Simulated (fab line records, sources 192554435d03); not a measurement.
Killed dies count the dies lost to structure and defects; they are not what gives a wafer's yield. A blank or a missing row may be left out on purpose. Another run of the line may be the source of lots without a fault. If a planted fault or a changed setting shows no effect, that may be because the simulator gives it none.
Chamber matching -- flow n5-finfet -- N5_BEOL_M2_ETCH_77 on rie-diel-02: 4 sister chambers
The step etches underlayer in N2/H2, target depth 6.5 nm, time 5.2 s. 4 wafers are shown with their chamber, then 11 later ones without.

== WAFERS, EACH WITH ITS CHAMBER ==
wafer,chamber,drypump-motor-current-A (A)
L085.2,2,6.6
L088.1,3,5.2
L088.5,0,6.2
L089.1,1,5.8

== WAFERS WITH NO CHAMBER GIVEN ==
wafer,drypump-motor-current-A (A)
L089.4,5.2
L089.5,6.2
L090.2,5.8
L090.3,6.1
L090.5,6.6
L096.2,5.2
L096.4,5.9
L096.5,5.8
L091.3,6.7
L091.4,5.2
L091.5,6.2

== THE CHAMBER EACH PASSED THROUGH ==
wafer,from the rows above,in truth
L089.4,3,3
L089.5,0,0
L090.2,1,1
L090.3,0,0
L090.5,2,2
L096.2,3,3
L096.4,1,1
L096.5,1,1
L091.3,2,2
L091.4,3,3
L091.5,0,0
Correctly placed: 11 of 11. Number that these rows cannot place: 0. Placed wrongly: 0.
How it was worked out, from the rows above alone: a wafer's distance from a chamber is the root of the sum, over the readings, of the square of ((its reading less the chamber's mean) divided by the reading's scatter). If the next closest chamber is less than 2 further off than the closest, the wafer can't be placed; otherwise it belongs to the closest. A chamber's mean is the mean of its shown wafers. The scatter: with one shown wafer a chamber, the root of the mean of the squares of how far each hidden wafer lies from its nearest shown one.
